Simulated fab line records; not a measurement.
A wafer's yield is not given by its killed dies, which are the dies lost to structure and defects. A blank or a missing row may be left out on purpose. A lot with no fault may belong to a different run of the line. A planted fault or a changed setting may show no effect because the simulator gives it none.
Comparing a struck lot with a sound one / flow n5 finfet / 15 out of 1938 route steps
Sound: the wafers L826.2, L826.3, L826.5. Struck: wafers L836.3, L836.5, L836.6. At the end, the cause is stated.
At each step with rows: each side's tool, then ch and its chambers, then its first start. Under that, the readings that differ: sound wafers / struck wafers / difference of the means / sigmas: that difference in standard deviations of wafers without a fault.
alike: same words and numbers on both sides, and readings whose means sit less than 2 such deviations apart. not compared: any withheld reading, any reading some wafer has no value for, any bound like >300 that may hide the same value, and any number with overlapping values for which the record gives no deviation.
The two part at a step that has a row with sigmas, a row that says differs or no value, or rows on one side only. Numbers that don't overlap but have no deviation are shown without sigmas and don't part them. A reading that every wafer of one side lacks parts them only if that side has two wafers or more.

N5_BEOL_M8_CD_MEAS_35: target cd 40 nm.
  struck on cd sem-02, day 12 13:21; sound on cd sem-02, day 9 05:29
  alike: cd nm
N5_BEOL_M8_CURE_75: cures SiCOH lowk, time 120 s.
  sound on uv cure-03 ch 2, day 9 05:41; struck on uv cure-03 ch 1, day 12 13:35
  alike: lamp power pct, wafer_temp_C_max
N5_BEOL_M8_DEGAS_44: time 60 s.
  struck on pvd sputter-01, day 12 14:02; sound on pvd sputter-01, day 9 06:13
  alike: heater power w, susceptor temp C
then, 2 steps without rows for these wafers: N5_BEOL_M8_PRE_CLEAN_45 (time 30 s); N5_BEOL_M8_ALD_77 (deposits TaN, target thk 2 nm, pulse time 2 s, purge time 3 s).
N5_BEOL_M8_SURFACE_TREAT_79:
  struck on pvd sputter-01, day 12 14:36; sound on pvd sputter-02, day 9 06:36
  not compared: throttle valve pct
then, 4 steps without rows for these wafers: N5_BEOL_M8_CVD_78 (deposits Co from CCTBA/H2, target thk 2 nm, time 142.3 s); N5_BEOL_M8_SPUTTER_48 (material Cu, target thk 10 nm, time 1.667 s); N5_BEOL_M8_ECD_50 (material Cu, target thk 300 nm); N5_BEOL_M8_ANNEAL_51 (time 90 s).
N5_BEOL_M8_CMP_52: polishes, stops on SiCOH lowk, t overpolish 6.9 s, target thk 80 nm.
  sound on cmp-01 ch 0,2, day 9 07:23; struck on cmp-01 ch 0,1, day 12 15:26
  alike: barrier field endpoint s, motor current A, overpolish run s, platen rpm, retaining ring pressure frac, time to endpoint s
N5_BEOL_M8_THK_MEAS_53: measures by xrf.
  struck on film metro-02, day 12 15:41; sound on film metro-02, day 9 07:38
  alike: M8_THK
N5_BEOL_M8_PRE_CLEAN_55: time 15 s.
  sound on pecvd-03 ch 0,1, day 9 07:41; struck on pecvd-03 ch 0,1,2, day 12 15:44
reading=rf fwd power W (W); sound=291.0 293.8 291.7; struck=318.5 322.0 321.3; difference=+28.4; sigmas=+17
N5_BEOL_M8_DEP_56: deposits SiCN from 3MS/NH3, target thk 10 nm, time 17.5 s.
  sound on pecvd-03 ch 0,1, day 9 07:42; struck on pecvd-03 ch 0,1,2, day 12 15:45
  alike: showerhead plenum p Torr, throttle valve pct
-- record jumps: 3 days separate the struck wafers' starts on either side; left off in module BEOL_M8, taken up again in module PASSIVATION, whose first shown step is the route's number 1936 --
N5_PASSIVATION_PROBE_49:
  only the struck wafers here have rows in the record (prober-02, day 15 07:07); the sound ones have none

## WHERE THEY PART
First at N5_BEOL_M8_PRE_CLEAN_55; last, within this record, at N5_PASSIVATION_PROBE_49.

WHY: the cause the simulator had injected
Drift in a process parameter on pecvd-03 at N5_BEOL_M8_PRE_CLEAN_55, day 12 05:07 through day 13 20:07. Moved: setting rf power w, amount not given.
